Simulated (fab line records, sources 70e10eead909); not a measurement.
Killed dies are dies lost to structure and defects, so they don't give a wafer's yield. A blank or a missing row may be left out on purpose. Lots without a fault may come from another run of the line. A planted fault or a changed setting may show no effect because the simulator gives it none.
Which tool did it? | flow nand_harc | 12 lots, 36 wafers sampled, at 5 steps of a route of 1159

WHAT THE GAUGES READ, wafer by wafer
NHARC_END_SORT_01. Usual: killed_at_array 29, standard deviation 9.4; killed_at_other 0.7, standard deviation 1.3; killed_at_periphery 2.9, standard deviation 2.1; killed_dies 32, standard deviation 9; killed_open 3.3, standard deviation 1.8; killed_short 1.9, standard deviation 1.4.
lot  | measured     | on        | killed_at_array | killed_at_other | killed_at_periphery | killed_dies | killed_open | killed_short | flag
L284 | day 21 23:14 | prober-01 | 668 29 670      | 0 1 0           | 9 9 7               | 677 39 677  | 4 0 3       | 3 3 0        | OFF
L287 | day 22 17:11 | prober-01 | 669 670 15      | 1 2 1           | 7 5 4               | 677 677 20  | 3 7 4       | 2 1 0        | OFF
L290 | day 24 03:49 | prober-01 | 26 33 25        | 2 0 1           | 6 3 0               | 34 36 26    | 1 8 0       | 4 3 2        |

WHICH TOOL RAN EACH LOT (tool, then ch and the chambers of the sampled wafers, then the start)
lot  | NHARC_A_SGD_CUT_ETCH_16                       | NHARC_A_SGD_CUT_STRIP_28                      | NHARC_A_WL_FILL_ETCHBACK_04       | NHARC_A_WL_FILL_ETCHBACK_26
L276 | rie_diel-05 ch 0,2, day 16 06:38 or earlier   | rie_diel-01 ch 0,3, day 16 06:38 or earlier   | rie_metal-03 ch 0,1, day 16 06:38 | rie_si-01 ch 0,2, day 16 23:07
L275 | rie_diel-01 ch 1,2,3, day 16 04:26 or earlier | rie_diel-11 ch 0,1, day 16 04:26 or earlier   | rie_metal-02 ch 0, day 16 04:26   | rie_si-05 ch 1,2, day 16 23:07
L278 | rie_diel-11 ch 0,1,3, day 16 09:25 or earlier | rie_diel-11 ch 0,1,3, day 16 09:25 or earlier | rie_metal-01 ch 0,1, day 16 09:25 | rie_si-06 ch 1,3, day 16 23:07
L279 | rie_diel-05 ch 1,3, day 16 00:01 or earlier   | rie_diel-11 ch 0,1,3, day 16 00:01            | rie_metal-02 ch 0, day 17 02:14   | rie_si-06 ch 0,2,3, day 17 15:34
L284 | rie_diel-11 ch 0,1,3, day 17 23:49 or earlier | rie_diel-05 ch 0,1,3, day 17 23:49 or earlier | rie_metal-03 ch 0,1, day 17 23:49 | rie_si-01 ch 0,1,3, day 18 13:13
L287 | rie_diel-11 ch 0,2,3, day 18 08:58 or earlier | rie_diel-11 ch 0,3, day 18 08:58 or earlier   | rie_metal-03 ch 0,1, day 18 08:58 | rie_si-01 ch 1,2, day 19 00:23
L289 | rie_diel-01 ch 1,2, day 18 16:22 or earlier   | rie_diel-05 ch 0,3, day 18 16:22 or earlier   | rie_metal-02 ch 0,1, day 18 16:22 | rie_si-01 ch 0,1,2, day 19 08:13
L288 | rie_diel-11 ch 2,3, day 19 08:46 or earlier   | rie_diel-01 ch 0,1,2, day 19 08:46 or earlier | rie_metal-01 ch 0,1, day 19 08:46 | rie_si-05 ch 0,1,3, day 20 05:47
L290 | rie_diel-05 ch 0,1,2, day 19 11:31 or earlier | rie_diel-05 ch 0,1,3, day 19 11:31 or earlier | rie_metal-02 ch 0,1, day 19 11:31 | rie_si-06 ch 1,2,3, day 20 05:46
L294 | rie_diel-05 ch 1,3, day 19 23:15 or earlier   | rie_diel-11 ch 1,2, day 19 23:15 or earlier   | rie_metal-02 ch 0,1, day 19 23:15 | rie_si-06 ch 0,2, day 20 17:09
L295 | rie_diel-05 ch 0,1,3, day 20 02:52 or earlier | rie_diel-01 ch 1,2,3, day 20 02:52 or earlier | rie_metal-01 ch 0, day 20 02:52   | rie_si-06 ch 0,2,3, day 20 20:31
L297 | rie_diel-01 ch 0,2,3, day 20 05:26 or earlier | rie_diel-05 ch 0,1,3, day 20 05:26            | rie_metal-02 ch 0,1, day 21 02:58 | rie_si-01 ch 0,1,3, day 21 18:48
- NHARC_A_SGD_CUT_ETCH_16: etches the open film in C4F8/O2/Ar, target depth 310.5 nm, time 155.2 s.
- NHARC_A_SGD_CUT_STRIP_28: strips in O2, time 20 s.
- NHARC_A_WL_FILL_ETCHBACK_04: etches the open film in NF3, target depth 60 nm, time 120 s.
- NHARC_A_WL_FILL_ETCHBACK_26: etches the open film in HBr, target depth 52 nm, time 13.3 s.

WHAT THE TOOLS THEMSELVES READ (means of the sampled wafers that have a number; where no wafer has one, the mark that the record gives instead)
NHARC_A_SGD_CUT_ETCH_16. Usual: oes_product_au 0.970 a.u., standard deviation 0.013; rf_vpp_V 722 V, standard deviation 4.5.
lot  | tool        | oes_product_au (a.u.) | rf_vpp_V (V) | flag
L276 | rie_diel-05 | 0.958                 | 723          |
L275 | rie_diel-01 | 0.962                 | 721          |
L278 | rie_diel-11 | 0.976                 | 722          |
L279 | rie_diel-05 | 0.971                 | 727          |
L284 | rie_diel-11 | 0.978                 | 723          |
L287 | rie_diel-11 | 0.978                 | 726          |
L289 | rie_diel-01 | 0.941                 | 718          |
L288 | rie_diel-11 | 0.975                 | 730          |
L290 | rie_diel-05 | 0.971                 | 724          |
L294 | rie_diel-05 | 0.975                 | 726          |
L295 | rie_diel-05 | 0.957                 | 725          |
L297 | rie_diel-01 | 0.979                 | 720          |

NHARC_A_SGD_CUT_STRIP_28. Usual: drypump_motor_current_A 5.7 A, standard deviation 0.46; oes_product_au 0.998 a.u., standard deviation 0.0096; rf_vpp_V 57.8 V, standard deviation 0.9; showerhead_plenum_p_Torr 3.51 Torr, standard deviation 0.16; throttle_valve_pct 17.036 %, standard deviation 0.0098.
lot  | tool        | drypump_motor_current_A (A) | oes_product_au (a.u.) | rf_vpp_V (V) | showerhead_plenum_p_Torr (Torr) | throttle_valve_pct (%) | flag
L276 | rie_diel-01 | 5.8                         | 1.010                 | 57.9         | 3.49                            | 17.038                 |
L275 | rie_diel-11 | 6.1                         | 1.002                 | 57.7         | 3.33                            | 17.026                 |
L278 | rie_diel-11 | 5.7                         | 0.996                 | 56.9         | 3.47                            | 17.050                 |
L279 | rie_diel-11 | 5.7                         | 1.001                 | 57.8         | 3.47                            | 17.041                 |
L284 | rie_diel-05 | 5.5                         | 0.994                 | 57.8         | 3.62                            | 17.036                 |
L287 | rie_diel-11 | 5.8                         | 1.005                 | 57.5         | 3.48                            | 17.036                 |
L289 | rie_diel-05 | 5.7                         | 1.009                 | 58.2         | 3.63                            | 17.041                 |
L288 | rie_diel-01 | 5.5                         | 0.992                 | 58.6         | 3.38                            | 17.036                 |
L290 | rie_diel-05 | 5.5                         | 1.008                 | 58.4         | 3.62                            | 17.031                 |
L294 | rie_diel-11 | 5.5                         | 0.997                 | 58.7         | 3.59                            | 17.031                 |
L295 | rie_diel-01 | 5.8                         | 0.998                 | 57.5         | 3.42                            | 17.028                 |
L297 | rie_diel-05 | 5.5                         | 1.001                 | 57.8         | 3.62                            | 17.044                 |

NHARC_A_WL_FILL_ETCHBACK_04. Usual: drypump_motor_current_A 5.5 A, standard deviation 0.55; oes_product_au 1.003 a.u., standard deviation 0.0095; run_length_s 141.1 s, standard deviation 0.48.
lot  | tool         | drypump_motor_current_A (A) | oes_product_au (a.u.) | run_length_s (s) | flag
L276 | rie_metal-03 | 5.4                         | 1.003                 | 140.9            |
L275 | rie_metal-02 | 5.5                         | 1.006                 | 141.7            |
L278 | rie_metal-01 | 6.2                         | 1.019                 | 140.8            |
L279 | rie_metal-02 | 5.5                         | 1.003                 | 141.8            |
L284 | rie_metal-03 | 5.5                         | 1.003                 | 88.4             | OFF
L287 | rie_metal-03 | 5.4                         | 0.999                 | 88.4             | OFF
L289 | rie_metal-02 | 5.2                         | 1.002                 | 141.6            |
L288 | rie_metal-01 | 6.1                         | 1.009                 | 141.2            |
L290 | rie_metal-02 | 5.0                         | 0.997                 | 141.4            |
L294 | rie_metal-02 | 5.2                         | 0.993                 | 141.7            |
L295 | rie_metal-01 | 6.0                         | 1.016                 | 140.7            |
L297 | rie_metal-02 | 5.2                         | 1.002                 | 141.4            |

NHARC_A_WL_FILL_ETCHBACK_26. Usual: drypump_motor_current_A 5.8 A, standard deviation 0.33; oes_product_au 1.003 a.u., standard deviation 0.009; run_length_s 34.5 s, standard deviation 0.35; throttle_valve_pct 23.267 %, standard deviation 0.0091.
lot  | tool      | drypump_motor_current_A (A) | oes_product_au (a.u.) | run_length_s (s) | throttle_valve_pct (%) | flag
L276 | rie_si-01 | 5.9                         | 1.005                 | 34.6             | 23.275                 |
L275 | rie_si-05 | 6.0                         | 0.996                 | 34.1             | 23.263                 |
L278 | rie_si-06 | 6.3                         | 1.007                 | 34.0             | 23.265                 |
L279 | rie_si-06 | 5.6                         | 1.005                 | 34.5             | 23.260                 |
L284 | rie_si-01 | 5.6                         | 1.007                 | 34.5             | 23.270                 |
L287 | rie_si-01 | 5.9                         | 1.008                 | 34.8             | 23.279                 |
L289 | rie_si-01 | 5.8                         | 1.014                 | 34.6             | 23.255                 |
L288 | rie_si-05 | 5.8                         | 0.993                 | 34.1             | 23.266                 |
L290 | rie_si-06 | 5.9                         | 0.994                 | 34.4             | 23.266                 |
L294 | rie_si-06 | 5.4                         | 1.002                 | 34.7             | 23.264                 |
L295 | rie_si-06 | 5.6                         | 0.993                 | 34.7             | 23.269                 |
L297 | rie_si-01 | 5.6                         | 1.003                 | 34.8             | 23.265                 |

THE ANSWER, worked out from the rows above alone
Rule: a lot is off if the mean of its wafers that have a number lies more than 3 standard deviations from the usual mean. A lot without any number at a reading at which 4 lots or more have one is off too. The other lots that the step has rows for count as sound. The gauges are gone through in route order, then the tools' own readings, and for those a lot's mean is taken as printed above. The first step at which some lot is off is used, and at that step the reading that is off furthest; a lot without a number counts as furthest.
Off: L284, L287, at NHARC_END_SORT_01 (killed_dies). Neither off nor sound, because the step has no rows for them: L276, L275, L278, L279, L289, L288, L294, L295, L297.
A tool fits if, at a process step before that reading, it ran every lot that is off, and no sound lot after the first of them. The gauges at NHARC_END_SORT_01 aren't tried: what is off there is off at NHARC_A_WL_FILL_ETCHBACK_04 too, on other tools, and a gauge's error can't cause that. NHARC_A_SGD_CUT_ETCH_16 gives no start for some lots, so the hours and the order of its lots are those of NHARC_A_WL_FILL_ETCHBACK_04. NHARC_A_SGD_CUT_STRIP_28 gives no start for some lots, so the hours and the order of its lots are those of NHARC_A_WL_FILL_ETCHBACK_04. Can't be told from this: 3 tools fit, rie_diel-11 at NHARC_A_SGD_CUT_ETCH_16, rie_metal-03 at NHARC_A_WL_FILL_ETCHBACK_04, rie_si-01 at NHARC_A_WL_FILL_ETCHBACK_26.

WHAT THE SIMULATOR HAD PUT IN
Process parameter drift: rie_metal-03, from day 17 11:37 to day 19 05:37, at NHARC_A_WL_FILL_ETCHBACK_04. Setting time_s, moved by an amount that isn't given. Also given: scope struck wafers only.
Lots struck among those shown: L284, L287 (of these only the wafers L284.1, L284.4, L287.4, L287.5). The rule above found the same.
